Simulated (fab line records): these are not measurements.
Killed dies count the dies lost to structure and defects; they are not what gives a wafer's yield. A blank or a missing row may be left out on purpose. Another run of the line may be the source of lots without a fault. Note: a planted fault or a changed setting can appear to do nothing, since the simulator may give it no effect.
Which of the tools did it? | flow nand_harc | Sampling: 24 lots, 72 wafers, 5 of 1159 route steps

## WHAT EACH GAUGE READ, for each wafer
NHARC_A_CONTACT_INSPECT_23. Usual: raw_defect_count reads 412 (standard deviation 100).
lot  | measured     | on                | raw_defect_count | flag
L077 | day 17 12:07 | defect_inspect-02 | 288 253 321      |
L074 | day 17 20:57 | defect_inspect-01 | 299 660 292      |
L075 | day 17 21:09 | defect_inspect-02 | 312 311 281      |
L079 | day 17 21:41 | defect_inspect-01 | 269 363 357      |
L076 | day 17 22:26 | defect_inspect-01 | 425 595 395      |
L078 | day 17 23:11 | defect_inspect-01 | 346 409 266      |
L080 | day 18 13:25 | defect_inspect-01 | 422 353 379      |
L081 | day 19 00:10 | defect_inspect-02 | 447 337 413      |
L083 | day 19 00:55 | defect_inspect-01 | 287 398 428      |
L082 | day 19 02:17 | defect_inspect-02 | 796 505 567      |
L085 | day 19 18:17 | defect_inspect-02 | 312 461 483      |
L084 | day 19 18:49 | defect_inspect-02 | 422 493 546      |
L087 | day 20 01:22 | defect_inspect-01 | 372 364 526      |
L086 | day 20 02:32 | defect_inspect-02 | 476 356 479      |
L090 | day 20 19:53 | defect_inspect-02 | 593 555 463      |
L089 | day 21 03:52 | defect_inspect-01 | 460 346 538      |
L088 | day 21 06:39 | defect_inspect-01 | 246 291 352      |
L091 | day 21 08:10 | defect_inspect-02 | 322 422 494      |
L093 | day 21 14:22 | defect_inspect-01 | 589 509 422      |
L092 | day 21 19:53 | defect_inspect-01 | 320 343 516      |
L094 | day 22 14:19 | defect_inspect-02 | 351 350 243      |
L096 | day 22 14:28 | defect_inspect-01 | 418 363 439      |
L095 | day 22 17:03 | defect_inspect-01 | 435 401 504      |
L097 | day 22 18:55 | defect_inspect-02 | 439 481 423      |

NHARC_A_BLC_OVL_MEAS_11. Usual: overlay_x_nm -0.1 nm, standard deviation 0.8; overlay_y_nm 0.2 nm, standard deviation 0.8.
lot  | measured     | on         | overlay_x_nm (nm) | overlay_y_nm (nm) | flag
L077 | day 17 12:43 | overlay-02 | -1.4 -0.7 -0.5    | 1.3 1.2 1.0       |
L074 | day 17 21:25 | overlay-02 | -1.1 -1.1 -1.6    | -0.5 0.3 -0.1     |
L075 | day 17 21:44 | overlay-01 | 0.2 0.0 -0.1      | 0.5 0.0 0.6       |
L079 | day 17 22:19 | overlay-02 | -0.3 -0.2 0.2     | 0.9 0.9 0.8       |
L076 | day 17 22:54 | overlay-02 | 0.4 0.6 0.9       | 0.6 0.7 0.8       |
L078 | day 17 23:47 | overlay-02 | -0.5 -0.3 -0.1    | -0.7 -0.6 -0.6    |
L080 | day 18 13:54 | overlay-02 | 0.0 0.7 0.0       | 1.4 1.3 1.4       |
L081 | day 19 00:39 | overlay-02 | -1.3 -0.8 -0.9    | 0.6 0.3 0.4       |
L083 | day 19 01:31 | overlay-02 | -1.2 -1.2 -0.7    | -0.5 0.3 0.1      |
L082 | day 19 02:55 | overlay-01 | -1.0 -0.8 -1.1    | 1.1 0.5 0.7       |
L085 | day 19 18:44 | overlay-01 | 0.8 0.3 0.7       | 2.3 1.8 2.3       |
L084 | day 19 19:24 | overlay-01 | -1.3 -1.1 -1.0    | 0.0 0.6 -0.6      |
L087 | day 20 01:59 | overlay-02 | -1.1 -0.7 -1.3    | -0.5 -0.4 -0.3    |
L086 | day 20 03:07 | overlay-02 | 0.4 0.0 0.6       | -0.2 0.3 0.4      |
L090 | day 20 20:29 | overlay-01 | -0.8 -0.6 -0.9    | -0.4 -0.2 -0.6    |
L089 | day 21 04:20 | overlay-02 | 0.3 0.0 0.5       | -0.4 -0.7 -0.7    |
L088 | day 21 07:15 | overlay-02 | 0.8 0.6 0.2       | -0.2 0.0 -0.1     |
L091 | day 21 08:46 | overlay-01 | 0.7 0.8 1.3       | 0.3 0.5 0.4       |
L093 | day 21 14:58 | overlay-01 | 0.6 0.3 0.6       | -0.7 -1.4 -1.1    |
L092 | day 21 20:21 | overlay-01 | 0.9 1.8 1.5       | -0.8 -0.4 -0.7    |
L094 | day 22 14:55 | overlay-02 | 0.4 -0.2 0.2      | -0.2 -1.4 -1.4    |
L096 | day 22 15:04 | overlay-01 | -1.3 -1.0 -1.7    | 0.8 0.4 0.9       |
L095 | day 22 17:31 | overlay-02 | 0.5 0.8 0.6       | 0.5 0.8 0.3       |
L097 | day 22 19:31 | overlay-01 | -0.1 0.3 0.2      | 0.0 -0.3 -0.6     |

NHARC_A_M0_THK_MEAS_24: measures by xrf. Usual: thk_nm reads 113.4 nm (standard deviation 1.5).
lot  | measured     | on            | thk_nm (nm)       | flag
L077 | day 17 23:40 | film_metro-02 | 112.2 114.1 114.1 |
L074 | day 18 06:28 | film_metro-02 | 115.8 112.2 113.7 |
L075 | day 18 06:58 | film_metro-02 | 113.8 114.6 116.0 |
L079 | day 18 07:21 | film_metro-02 | 114.1 112.3 114.0 |
L076 | day 18 08:15 | film_metro-02 | 115.3 116.1 113.0 |
L078 | day 18 08:53 | film_metro-02 | 112.3 113.1 114.0 |
L080 | day 18 22:16 | film_metro-02 | 112.0 116.4 114.6 |
L081 | day 19 07:12 | film_metro-02 | 114.4 113.8 112.3 |
L083 | day 19 08:15 | film_metro-02 | 114.9 114.7 115.4 |
L082 | day 19 09:26 | film_metro-02 | 113.7 112.0 111.4 |
L085 | day 20 01:13 | film_metro-02 | 117.0 113.9 114.0 |
L084 | day 20 01:56 | film_metro-01 | 113.6 114.0 115.3 |
L087 | day 20 10:58 | film_metro-02 | 113.0 114.0 115.1 |
L086 | day 20 16:14 | film_metro-01 | 110.9 110.2 111.7 |
L090 | day 21 08:15 | film_metro-01 | 113.7 113.4 114.9 |
L089 | day 21 10:49 | film_metro-02 | 112.9 114.8 112.4 |
L088 | day 21 17:29 | film_metro-02 | 110.4 109.5 110.7 |
L091 | day 21 22:37 | film_metro-02 | 110.6 113.2 113.7 |
L093 | day 22 04:49 | film_metro-02 | 113.4 114.8 116.6 |
L092 | day 22 05:50 | film_metro-01 | 112.9 112.8 112.9 |
L094 | day 22 21:39 | film_metro-01 | 110.6 115.4 111.8 |
L096 | day 22 22:14 | film_metro-02 | 111.5 114.0 109.9 |
L095 | day 23 00:29 | film_metro-01 | 111.5 114.0 112.6 |
L097 | day 23 03:22 | film_metro-02 | 111.5 113.0 114.6 |

NHARC_A_M0_INSPECT_27. Usual: raw_defect_count reads 441 (standard deviation 120).
lot  | measured     | on                | raw_defect_count | flag
L077 | day 17 23:50 | defect_inspect-02 | 501 446 295      |
L074 | day 18 06:37 | defect_inspect-02 | 524 580 592      |
L075 | day 18 07:08 | defect_inspect-01 | 467 380 402      |
L079 | day 18 07:31 | defect_inspect-01 | 452 309 358      |
L076 | day 18 08:25 | defect_inspect-02 | 352 295 262      |
L078 | day 18 09:02 | defect_inspect-01 | 488 549 696      |
L080 | day 18 22:26 | defect_inspect-02 | 559 409 402      |
L081 | day 19 07:22 | defect_inspect-01 | 527 558 431      |
L083 | day 19 08:25 | defect_inspect-01 | 308 377 346      |
L082 | day 19 09:35 | defect_inspect-02 | 781 474 509      |
L085 | day 20 01:23 | defect_inspect-02 | 321 432 438      |
L084 | day 20 02:05 | defect_inspect-01 | 402 413 440      |
L087 | day 20 11:07 | defect_inspect-01 | 291 315 477      |
L086 | day 20 16:23 | defect_inspect-02 | 353 633 339      |
L090 | day 21 08:24 | defect_inspect-01 | 580 401 458      |
L089 | day 21 10:58 | defect_inspect-02 | 307 502 336      |
L088 | day 21 17:38 | defect_inspect-01 | 667 387 487      |
L091 | day 21 22:46 | defect_inspect-02 | 429 438 393      |
L093 | day 22 04:58 | defect_inspect-02 | 404 474 409      |
L092 | day 22 05:59 | defect_inspect-02 | 375 442 352      |
L094 | day 22 21:49 | defect_inspect-02 | 423 671 471      |
L096 | day 22 22:23 | defect_inspect-02 | 576 434 658      |
L095 | day 23 00:38 | defect_inspect-02 | 404 343 370      |
L097 | day 23 03:32 | defect_inspect-01 | 420 551 512      |

NHARC_A_M1_CD_MEAS_09 targets a cd of 120 nm. Usual: cd_nm reads 120.1 nm (standard deviation 0.66).
lot  | measured     | on        | cd_nm (nm)        | flag
L077 | day 18 01:12 | cd_sem-03 | 120.4 119.8 120.5 |
L074 | day 18 08:02 | cd_sem-02 | 118.7 120.2 120.0 |
L075 | day 18 08:44 | cd_sem-01 | 119.1 120.6 119.8 |
L079 | day 18 08:56 | cd_sem-03 | 120.4 120.3 120.8 |
L076 | day 18 09:40 | cd_sem-01 | 120.5 120.1 120.8 |
L078 | day 18 10:19 | cd_sem-03 | 120.1 120.4 120.1 |
L080 | day 18 23:55 | cd_sem-01 | 119.8 119.8 120.7 |
L081 | day 19 08:44 | cd_sem-02 | 121.1 120.7 120.4 |
L083 | day 19 09:56 | cd_sem-03 | 120.0 120.2 119.3 |
L082 | day 19 10:59 | cd_sem-03 | 118.9 120.8 119.8 |
L085 | day 20 02:41 | cd_sem-02 | 119.9 119.6 120.0 |
L084 | day 20 03:28 | cd_sem-01 | 121.3 120.6 120.2 |
L087 | day 20 12:30 | cd_sem-01 | 120.7 120.2 120.7 |
L086 | day 20 17:41 | cd_sem-02 | 120.4 119.8 119.5 |
L090 | day 21 09:40 | cd_sem-01 | 121.0 120.5 120.6 |
L089 | day 21 12:23 | cd_sem-03 | 121.3 121.2 120.5 |
L088 | day 21 19:01 | cd_sem-02 | 119.4 119.7 119.8 |
L091 | day 22 00:10 | cd_sem-02 | 121.0 119.9 120.8 |
L093 | day 22 06:25 | cd_sem-01 | 121.0 119.6 119.9 |
L092 | day 22 07:22 | cd_sem-02 | 120.8 120.1 120.0 |
L094 | day 22 23:13 | cd_sem-02 | 118.9 119.4 119.4 |
L096 | day 22 23:47 | cd_sem-01 | 120.0 120.0 120.0 |
L095 | day 23 02:02 | cd_sem-02 | 120.0 118.9 119.9 |
L097 | day 23 04:55 | cd_sem-02 | 120.6 120.8 120.5 |

## WHAT TOOL EACH LOT RAN ON (gives the tool, then ch and the chambers of the sampled wafers, and finally the start)
Record: no process step prior to these readings.

## AS READ BY THE TOOLS THEMSELVES (means over the sampled wafers that have a number; for cases with no such wafer, the mark the record gives instead)
The record holds no such reading with a usual standard deviation.

## THE ANSWER, worked out from the rows above alone
Rule: a lot is off if the mean of its wafers that have a number lies more than 3 standard deviations from the usual mean. Also off: a lot with no number at a reading for which 4 or more lots have one. Where the step has rows for the other lots, those lots are counted as sound. The gauges are gone through in route order, then the tools' own readings, and for those a lot's mean is taken as printed above. The first step at which some lot is off is used, and at that step the reading that is off furthest; a lot without a number counts as furthest.
Nothing can be told from this: no lot is off at any reading shown.

## WHAT HAD BEEN PUT IN BY THE SIMULATOR
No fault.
